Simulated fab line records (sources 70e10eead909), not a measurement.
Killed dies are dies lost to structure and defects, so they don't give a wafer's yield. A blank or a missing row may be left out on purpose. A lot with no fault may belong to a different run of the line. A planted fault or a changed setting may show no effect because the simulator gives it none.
Struck lot and sound lot, side by side || flow nand-harc || 18 out of 1159 route steps
Sound: wafers L995.4, L995.5, L995.6. Struck: wafer L108.1. (L108.5, L108.6 of the same lot were not struck and are left out.) The cause comes at the end.
At each step with rows: each side's tool, then ch and its chambers, then its first start. Under that, the readings that differ: sound wafers || struck wafers || difference of the means || sigmas: that difference in standard deviations of wafers without a fault.
alike: readings with means less than 2 such deviations apart, plus words and numbers identical on both sides. not compared: withheld readings, readings lacking a value on some wafer, bounds such as >300 that could conceal the same value, and numbers that have no deviation in the record and whose values overlap.
The two part at a step that has a row with sigmas, a row that says differs or no value, or rows on one side only. Numbers that don't overlap but have no deviation are shown without sigmas and don't part them. A reading that every wafer of one side lacks parts them only if that side has two wafers or more.

NHARC_P_CONTACT_CMP_01: polishes SiO2, target thk 200 nm.
  sound on cmp-01 ch 0,1,2, day 6 21:36; struck on cmp-04 ch 1, day 10 12:41
  alike: motor-current-A
then, 10 steps without rows for these wafers: NHARC_P_CONTACT_SRD_03; NHARC_P_CONTACT_DEHYDRATE_04 (time 120 s); NHARC_P_CONTACT_HMDS_05 (time 30 s); NHARC_P_CONTACT_COAT_33 (time 75 s); NHARC_P_CONTACT_COAT_34 (time 65 s); NHARC_P_CONTACT_COAT_06 (resist thk 90 nm); NHARC_P_CONTACT_SOFTBAKE_07 (time 55 s); NHARC_P_CONTACT_EBR_08; NHARC_P_CONTACT_EXPOSE_09 (exposes mask P CA, target cd 90 nm); NHARC_P_CONTACT_PEB_10 (peb time 65 s).
NHARC_P_CONTACT_DEVELOP_11: develop time 35 s.
  sound on litho-track-01 ch 0, day 6 22:00; struck on litho-track-04 ch 0, day 10 13:00
  alike: exhaust-pa
NHARC_P_CONTACT_CD_MEAS_12 targets a cd of 90 nm.
  sound on cd-sem-01 ch 0, day 6 22:25; struck on cd-sem-02 ch 0, day 10 13:19
  alike: cd-nm
NHARC_P_CONTACT_OVL_MEAS_13:
  sound: overlay-02 at day 6 22:29; struck: overlay-01 at day 10 13:24
  alike: overlay-x-nm, overlay-y-nm
NHARC_P_CONTACT_INSPECT_14:
  sound: defect-inspect-02 at day 6 22:31; struck: defect-inspect-01 at day 10 13:26
  alike: raw-defect-count
NHARC_P_CONTACT_DESCUM_17: chemistry O2, time 3 s.
  sound on rie-diel-06 ch 1,2, day 6 22:35; struck on rie-diel-06 ch 0, day 10 13:31
{"reading": "model.P_CONTACT.cd-nm (nm)", "sound": "90.62 91.02 90.85", "struck": 90.4, "difference": -0.4, "sigmas": ""}
  alike: drypump-motor-current-A, oes-product-au, rf-vpp-V, showerhead-plenum-p-Torr, throttle-valve-pct
  not compared: rf-hours-counter-h
NHARC_P_CONTACT_ETCH_35: etches the open film in CF4, target depth 39 nm, time 65 s.
  sound on rie-diel-06 ch 1,2,3, day 6 22:41; struck on rie-diel-06 ch 3, day 10 13:35
{"reading": "model.P_CONTACT.cd-nm (nm)", "sound": "90.66 91.16 90.78", "struck": 90.59, "difference": -0.28, "sigmas": ""}
  alike: drypump-motor-current-A, oes-product-au, rf-vpp-V, showerhead-plenum-p-Torr, throttle-valve-pct
  not compared: rf-hours-counter-h
NHARC_P_CONTACT_ETCH_36: etches the open film in N2/H2, target depth 260 nm, time 406.25 s.
  sound: rie-diel-06 ch 2,3; struck: rie-diel-06 ch 3
{"reading": "throttle-valve-pct (%)", "sound": "14.170 14.178 14.174", "struck": 14.154, "difference": -0.020, "sigmas": -2}
  alike: drypump-motor-current-A, oes-product-au, rf-vpp-V, showerhead-plenum-p-Torr
  not compared: rf-hours-counter-h

## WHERE THEY PART
Within this record, at NHARC_P_CONTACT_ETCH_36 only.

WHY: what the simulator had put in
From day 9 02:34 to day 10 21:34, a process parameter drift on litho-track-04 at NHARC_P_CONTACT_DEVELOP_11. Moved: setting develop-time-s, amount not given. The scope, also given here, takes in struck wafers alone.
